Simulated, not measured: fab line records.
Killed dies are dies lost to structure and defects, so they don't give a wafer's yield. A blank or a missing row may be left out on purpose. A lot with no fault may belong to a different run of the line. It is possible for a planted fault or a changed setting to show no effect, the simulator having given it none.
Split-lot trial + flow n5Finfet + 21 wafers read across 7 lots, on a route 1938 steps long

SPLIT DETAILS
At N5_BEOL_M1_ETCH_64 (etches SOC in N2/H2, target depth 75 nm, overetch 15 nm, time 112.5 s), the setting sourceW was moved away from the recipe's 840 W on 7 of the 21 wafers read, by -9.3% to +9.9%. The other wafers ran this setting at the recipe's value.

The reading is taken at the split's own step.

THE READING
rfVppV, in V, at N5_BEOL_M1_ETCH_64 (etches SOC in N2/H2, target depth 75 nm, overetch 15 nm, time 112.5 s). Fault-free wafers of this fab line usually give 523 V, standard deviation 3.1 V.

| wafer  | tool, chamber at the split | sourceW as run, W | against the recipe | rfVppV, V | against lot-mates on the recipe |
|--------|----------------------------|-------------------|--------------------|-----------|---------------------------------|
| L076.1 | rieDiel-03, 0              | 897.3             | +6.8%              | 512       | -15                             |
| L076.4 | rieDiel-03, 3              | 840               | recipe             | 527       | -                               |
| L076.5 | rieDiel-03, 0              | 897.3             | +6.8%              | 513       | -14                             |
| L080.1 | rieDiel-01, 3              | 923.2             | +9.9%              | 507       | -19                             |
| L080.2 | rieDiel-01, 0              | 840               | recipe             | 526       | -                               |
| L080.4 | rieDiel-01, 2              | 923.2             | +9.9%              | 509       | -17                             |
| L081.3 | rieDiel-03, 2              | 771.7             | -8.1%              | 539       | +14                             |
| L081.4 | rieDiel-03, 0              | 771.7             | -8.1%              | 539       | +14                             |
| L081.5 | rieDiel-03, 2              | 840               | recipe             | 525       | -                               |
| L090.4 | rieDiel-02, 0              | 840               | recipe             | 525       | -                               |
| L090.5 | rieDiel-02, 2              | 840               | recipe             | 521       | -                               |
| L090.6 | rieDiel-02, 3              | 840               | recipe             | 521       | -                               |
| L091.2 | rieDiel-02, 1              | 840               | recipe             | 521       | -                               |
| L091.3 | rieDiel-02, 2              | 840               | recipe             | 521       | -                               |
| L091.6 | rieDiel-02, 3              | 840               | recipe             | 521       | -                               |
| L092.2 | rieDiel-03, 0              | 840               | recipe             | 525       | -                               |
| L092.4 | rieDiel-03, 2              | 840               | recipe             | 524       | -                               |
| L092.5 | rieDiel-03, 1              | 840               | recipe             | 517       | -                               |
| L097.2 | rieDiel-03, 0              | 840               | recipe             | 526       | -                               |
| L097.3 | rieDiel-03, 3              | 762.3             | -9.3%              | 544       | +22                             |
| L097.4 | rieDiel-03, 1              | 840               | recipe             | 518       | -                               |

FIT RESULTS
A straight line over all 21 wafers: rfVppV changes by -1.77 V for each +1% of sourceW; r = -0.95; the points scatter about the line by 3 V.
The same after taking each lot's own level away (the mean of its wafers on the recipe; 21 wafers): -1.94 V for each +1%; r = -0.97; scatter 2.4 V.
Per that fit: largest sourceW move, reading shift of 19 V.
Across the lots, their own levels run from 521.0 to 527.0 V, a range of 1.9 times the standard deviation given above.
So the lot-to-lot level changes the slope little: the two slopes agree.
Check: for one of the wafers moved furthest among these (+9.9%), held out of the fit, the line's prediction against its lot-mates is -19.3 V. Against them it came out at -19 V.
Tool readings at the split's step, against how far the setting was moved: rfVppV r = -0.95.

FILE'S OWN FIT
rfVppV changes by -2.01 V for each +1% of sourceW, r = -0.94.
